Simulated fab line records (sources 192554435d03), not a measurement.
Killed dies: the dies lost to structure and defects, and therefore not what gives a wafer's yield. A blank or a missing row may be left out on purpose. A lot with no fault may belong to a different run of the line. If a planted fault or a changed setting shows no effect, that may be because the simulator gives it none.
fab line records	flow n5Finfet
record: lots: 11	wafers: 31	lastDay: 18
route steps=1938 shown PMOS_HMC_CHANNEL_EPI@74 FIN_SAQP@95
lots untouched by any fault: they come from a run of this same line in which no faults occurred
startH: hours from the record's opening day to when the first of the lot's shown wafers began	waitH: hours from the lot's prior step to this one	" the same as in the row above	L1.1+2: a single row standing in for several wafers	- no value, or no start given	* or withheld: withheld	< > ~ a bound
route shown NAME@n: a module of which the file shows steps, and the number in the route of the first	usual: mean and standard deviation over wafers with no fault	same: alike in all rows	chamber/n: place in a boat	sites: the reading at each site	_std_site: how widely they spread, as a standard deviation	_edge_site: mean of outer sites minus mean of inner sites	radiusMm: how far each site lies from the wafer's centre	mask NAME#n: copy n	behind: tool/chamber where the wafer was last shaped	hold: the reason the lot was held/the length of the hold in hours/how it ended	device: the n, p or np transistor that did not switch	end of line: tests of these same wafers at the route's end	for a step that has no rows: nothing shown but its recipe	killed: not the wafer's yield, but the dies lost to structure and defects at the first sort	map: dies across one wafer; x = killed, . = not, _ = none there
set.NAME: the setting the step ran with; set.NAME@STEP: the setting that earlier step ran with	model.NAME: the simulator's own value behind a step, which no gauge read
one table for each step of the route and one row for each wafer, over a sample of lots
services: from which hour (startH, from the record's first day; less than 0 if before it) a tool's chamber was out of use, for how many hours, and why
== steps ==
step: N5_PMOS_HMC_CHANNEL_EPI_FIN_RECESS_16
recipe: chemistry: HBr/Cl2	target: Si	maskMaterial: SiO2	targetDepthA: 540	timeS: 18	pressureMtorr: 10	icpW: 800	biasW: 75	HBr_flow_sccm: 150	Cl2_flow_sccm: 80
usual: chamberPressureMTorr: 10.001/0.0091	drypumpMotorCurrentA: 5.9/0.35	oesProductAu: 0.999/0.016	throttleValvePct: 35.4/0.35
lot.wafer	tool	chamber	startH	waitH	chamberPressureMTorr	drypumpMotorCurrentA	oesProductAu	rfHoursCounterH	throttleValvePct
L688.1	rieSi-05	0	18.22	0.0	9.994	5.2	0.998	1	35.5
L688.4	"	3	"	"	10.007	5.8	0.964	156	36.2
L688.6	"	2	"	"	10.008	6.4	1.000	-	35.4
L692.2	rieSi-04	3	41.65	0.0	9.992	5.7	1.001	27	35.1
L692.3	"	0	"	"	10.018	5.5	1.001	40	35.8
L692.5	"	0	"	"	10.004	5.5	0.990	-	35.8
L693.1	rieSi-04	2	47.73	0.0	10.014	5.9	0.997	140	35.1
L693.5	"	1	"	"	10.004	5.9	0.997	-	35.1
L693.6	"	2	"	"	10.007	5.9	0.987	-	35.1
L694.1	rieSi-06	3	54.42	0.0	9.980	6.3	0.992	124	35.1
L694.3	"	1	"	"	9.993	6.2	1.024	192	35.3
L694.5	"	1	"	"	9.996	6.1	1.016	-	35.3
L700.1	rieSi-04	0	90.31	0.0	10.012	5.5	1.002	41	35.8
L700.6	"	3	"	"	10.013	5.7	1.006	-	35.2
L704.4	rieSi-04	2	113.79	0.0	10.002	5.9	0.987	-	35.1
L704.6	"	0	"	"	10.021	5.6	1.010	-	35.7
L705.2	rieSi-05	3	119.66	0.0	10.008	5.9	0.962	157	36.2
L705.3	"	1	"	"	9.997	6.2	0.986	118	35.4
L705.5	"	1	"	"	10.016	6.1	0.991	-	35.4
L707.3	rieSi-05	3	132.07	0.0	10.004	5.8	0.960	158	36.2
L707.5	"	1	"	"	9.995	6.2	0.998	-	35.4
L707.6	"	0	"	"	10.003	5.3	1.001	-	35.5
L708.2	rieSi-05	0	138.29	0.0	10.000	5.2	0.995	4	35.5
L708.3	"	3	"	"	10.004	5.9	0.950	158	36.2
L708.6	"	1	"	"	10.009	6.1	1.004	-	35.4
L709.2	rieSi-06	0	143.99	0.0	10.004	5.2	1.042	38	35.5
L709.5	"	0	"	"	10.002	5.2	1.026	-	35.5
L709.6	"	3	"	"	10.009	6.3	1.007	-	35.1
L710.4	rieSi-05	3	149.49	0.0	9.999	5.8	0.963	158	36.2
L710.5	"	1	"	"	9.985	6.2	1.004	-	35.4
L710.6	"	2	"	"	10.004	6.4	1.013	-	35.4
step: N5_PMOS_HMC_CHANNEL_EPI_CMP_21
recipe: material: SiGe30	postCmpClean: alkalineBrush	targetThkNm: 54
usual: motorCurrentA: 12.2/1.4
lot.wafer	tool	chamber	startH	waitH	motorCurrentA
L688.1	cmp-01	2	19.86	0.0	9.4
L688.4	"	1	"	"	12.8
L688.6	"	3	"	"	11.8
L692.2	cmp-01	1	43.16	0.0	12.4
L692.3	"	0	"	"	12.0
L692.5	"	1	"	"	12.2
L693.1	cmp-02	1	49.68	0.1	14.2
L693.5	"	0	"	"	13.0
L693.6	"	1	"	"	14.9
L694.3	cmp-02	3	55.92	0.0	12.7
L694.1	"	0	"	"	12.6
L694.5	"	3	"	"	12.8
L700.1	cmp-02	3	91.93	0.1	12.7
L700.6	"	1	"	"	15.1
L704.4	cmp-02	2	115.26	0.0	12.0
L704.6	"	2	"	"	11.6
L705.3	cmp-02	2	121.17	0.0	11.7
L705.2	"	0	"	"	12.7
L705.5	"	3	"	"	12.8
L707.3	cmp-04	0	133.70	0.1	10.0
L707.6	"	1	"	"	12.7
L707.5	"	2	"	"	12.1
L708.3	cmp-04	0	140.20	0.0	9.4
L708.2	"	2	"	"	12.5
L708.6	"	0	"	"	10.1
L709.2	cmp-02	0	145.98	0.1	12.3
L709.5	"	2	"	"	12.4
L709.6	"	3	"	"	12.4
L710.4	cmp-01	0	151.04	0.1	12.7
L710.6	"	3	"	"	11.4
L710.5	"	0	"	"	12.4
step: N5_PMOS_HMC_CHANNEL_EPI_THK_MEAS_22
recipe: reads: SiGe30_of_PMOS_HMC_CHANNEL_EPI_EPI_20
usual: HMC_CMP_THK: 54.2/1.1
lot.wafer	tool	chamber	startH	waitH	HMC_CMP_THK[nm]
L688.1	filmMetro-01	-	20.15	-	55.5
L688.4	"	-	"	"	54.0
L688.6	"	-	"	"	55.8
L692.2	filmMetro-02	-	43.66	-	53.1
L692.3	"	-	"	"	54.2
L692.5	"	-	"	"	54.2
L693.1	filmMetro-01	-	49.93	-	55.2
L693.5	"	-	"	"	52.1
L693.6	"	-	"	"	54.8
L694.1	filmMetro-01	-	56.22	-	54.8
L694.3	"	-	"	"	55.2
L694.5	"	-	"	"	55.1
L700.1	filmMetro-01	-	92.11	-	54.4
L700.6	"	-	"	"	37.2
L704.4	filmMetro-01	-	115.56	-	54.9
L704.6	"	-	"	"	38.8
L705.2	filmMetro-02	-	121.47	-	52.7
L705.3	"	-	"	"	52.2
L705.5	"	-	"	"	52.2
L707.3	filmMetro-01	-	133.88	-	53.2
L707.5	"	-	"	"	53.3
L707.6	"	-	"	"	55.1
L708.2	filmMetro-02	-	140.50	-	55.4
L708.3	"	-	"	"	52.1
L708.6	"	-	"	"	53.0
L709.2	filmMetro-02	-	146.21	0.2	55.1
L709.5	"	-	"	"	54.6
L709.6	"	-	"	"	55.5
L710.4	filmMetro-02	-	151.29	-	53.0
L710.5	"	-	"	"	53.3
L710.6	"	-	"	"	56.3
step: N5_FIN_SAQP_DENSIFY_62
recipe: tempC: 700	timeS: 60	ambient: N2	idleTempC: 600	rampUpCPerS: 150	rampDownCPerS: 60	coolToC: 600
usual: lampPowerPct: 9.85/0.062	lamp_zone_3_pct: 9.847/0.011	lamp_zone_5_pct: 9.845/0.011	wafer_temp_C_max: 703.3/0.67
same: timeS: 60
lot.wafer	tool	chamber	startH	waitH	lampPowerPct	lamp_zone_3_pct	lamp_zone_5_pct	wafer_temp_C_max
L688.1	rtpAnneal-01	0	21.13	0.3	9.87	9.859	9.841	703.2
L688.4	"	0	"	"	9.87	9.862	9.848	703.3
L688.6	"	0	"	"	9.82	9.840	9.841	702.9
L692.2	rtpAnneal-02	0	45.21	0.1	9.88	9.862	9.827	702.9
L692.3	"	0	"	"	9.86	9.832	9.858	703.5
L692.5	"	0	"	"	9.81	9.852	9.853	702.2
L693.1	rtpAnneal-01	0	50.74	0.1	9.82	9.858	9.859	702.5
L693.5	"	0	"	"	9.82	9.842	9.842	703.0
L693.6	"	0	"	"	9.80	9.844	9.834	702.6
L694.1	rtpAnneal-02	0	57.12	0.1	9.75	9.856	9.850	704.2
L694.3	"	0	"	"	9.95	9.838	9.851	703.1
L694.5	"	0	"	"	9.79	9.843	9.845	703.0
L700.1	rtpAnneal-02	0	93.87	0.1	9.89	9.841	9.841	703.4
L700.6	"	0	"	"	9.99	9.843	9.818	703.7
L704.4	rtpAnneal-01	0	116.45	0.2	9.75	9.849	9.860	703.3
L704.6	"	0	"	"	9.84	9.839	9.860	703.6
L705.2	rtpAnneal-01	0	123.02	0.1	9.73	9.826	9.846	703.0
L705.3	"	0	"	"	9.83	9.866	9.833	703.9
L705.5	"	0	"	"	9.74	9.838	9.857	702.9
L707.3	rtpAnneal-02	0	134.74	0.2	9.79	9.842	9.852	703.6
L707.5	"	0	"	"	9.82	9.855	9.843	704.5
L707.6	"	0	"	"	9.82	9.844	9.833	703.2
L708.2	rtpAnneal-01	0	141.43	0.1	9.94	9.837	9.841	703.8
L708.3	"	0	"	"	9.79	9.847	9.836	704.9
L708.6	"	0	"	"	9.79	9.837	9.842	704.8
L709.2	rtpAnneal-02	0	147.06	0.2	9.77	9.859	9.838	703.1
L709.5	"	0	"	"	9.95	9.854	9.847	702.8
L709.6	"	0	"	"	9.95	9.846	9.842	703.1
L710.4	rtpAnneal-02	0	152.33	0.1	9.78	9.849	9.863	703.7
L710.5	"	0	"	"	9.83	9.859	9.848	703.9
L710.6	"	0	"	"	9.92	9.859	9.850	702.6
step: N5_FIN_SAQP_PECVD_47
recipe: material: a-Si	targetThkA: 450	tempC: 400	precursor: SiH4/He	pressureTorr: 3	rfW: 100	timeS: 36.3
usual: heaterPowerW: 819/75	showerheadPlenumPTorr: 5.68/0.045	throttleValvePct: 18.1/0.76
same: timeS: 36.3
lot.wafer	tool	chamber	startH	waitH	heaterPowerW	showerheadPlenumPTorr	sinceWetCleanH	throttleValvePct
L688.1	pecvd-01	1	21.46	0.0	908	5.65	1450	18.0
L688.4	"	1	"	"	900	5.66	-	18.1
L688.6	"	2	"	"	789	5.74	-	19.8
L692.2	pecvd-01	0	45.52	0.0	745	5.66	749	17.7
L692.3	"	0	"	"	758	5.68	-	17.9
L692.5	"	0	"	"	754	5.65	-	17.7
L693.1	pecvd-02	1	51.11	0.0	709	5.70	1842	18.1
L693.5	"	1	"	"	711	5.69	-	18.1
L693.6	"	0	"	"	820	5.69	-	18.8
L694.1	pecvd-01	0	57.46	0.0	725	5.67	761	17.7
L694.3	"	2	"	"	749	5.72	2211	19.6
L694.5	"	2	"	"	736	5.72	-	19.6
L700.1	pecvd-02	1	94.21	0.0	753	5.69	1886	17.7
L700.6	"	2	"	"	918	5.63	-	17.4
L704.4	pecvd-02	2	116.72	0.1	844	5.63	-	17.4
L704.6	"	0	"	"	853	5.66	-	19.2
L705.2	pecvd-01	2	123.33	0.0	834	5.72	23	17.7
L705.3	"	1	"	"	808	5.66	-	18.1
L705.5	"	2	"	"	837	5.71	-	17.8
L707.3	pecvd-02	1	135.03	0.0	794	5.70	1926	18.3
L707.5	"	2	"	"	933	5.64	-	17.2
L707.6	"	0	"	"	835	5.68	-	19.1
L708.2	pecvd-02	0	141.74	0.0	854	5.68	1208	18.8
L708.3	"	2	"	"	938	5.65	454	17.7
L708.6	"	2	"	"	965	5.63	-	17.5
L709.2	pecvd-03	0	147.39	0.0	830	5.81	670	17.2
L709.5	"	1	"	"	821	5.66	-	19.4
L709.6	"	0	"	"	828	5.80	-	17.1
L710.4	pecvd-02	1	152.60	0.1	801	5.69	-	18.0
L710.5	"	0	"	"	827	5.68	-	18.7
L710.6	"	2	"	"	904	5.65	-	17.3
== services ==
tool	chamber	startH	hours	kind
cmp-01	-	-1.88	4.0	pm
cmp-02	-	-1.79	3.6	repair
cmp-04	-	2.14	5.7	pm
cmp-02	-	2.95	0.3	repair
pecvd-02	-	6.03	2.8	pm
pecvd-01	-	8.06	0.9	repair
cmp-02	-	29.04	1.4	repair
cmp-02	-	31.60	3.1	repair
pecvd-01	2	38.60	2.1	scheduledDown
pecvd-01	2	40.76	13.3	repair
cmp-01	-	56.47	6.3	repair
cmp-04	-	62.84	2.3	repair
cmp-01	-	64.07	2.1	repair
cmp-01	-	73.19	1.0	repair
rieSi-06	0	74.82	4.1	repair
cmp-01	-	81.62	1.6	repair
rieSi-04	1	91.15	37.1	repair
cmp-04	-	91.80	2.4	repair
cmp-02	-	99.23	0.9	repair
pecvd-01	-	104.26	0.7	repair
cmp-04	-	116.20	4.0	pm
pecvd-01	0	120.29	5.2	repair
cmp-02	-	141.19	0.6	repair
cmp-04	-	142.21	8.5	pm
== key ==
firstSign: step: N5_PMOS_HMC_CHANNEL_EPI_THK_MEAS_22	reading: HMC_CMP_THK	direction: down	sigmas: 14	usual: 54.2	struck: 38.0
effect none on later readings
metAt N5_PMOS_HMC_CHANNEL_EPI_FIN_RECESS_16
struckLots L700,L704
struckWafers L700.6,L704.6
testerLeftOut L700,L704
notActingAt N5_PMOS_HMC_CHANNEL_EPI_CMP_21,N5_FIN_SAQP_DENSIFY_62,N5_FIN_SAQP_PECVD_47
onsetBetween 47.73 90.31
fault: kind: processParameterDrift	tool: rieSi-04	chamber: -	onsetH: 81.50	steps: N5_PMOS_HMC_CHANNEL_EPI_FIN_RECESS_16	channel: timeS	offset: *	shape: step	endH: 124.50	scope: struckWafersOnly	actsIn: *	stated: *
testerLeftOut: of these lots the tester's yield and bins aren't shown, on N5 and GAA mostly nor the transistor test; their killed dies are dies lost to structure and defects alone, not to doping, threshold or leakage, so they don't give the yield
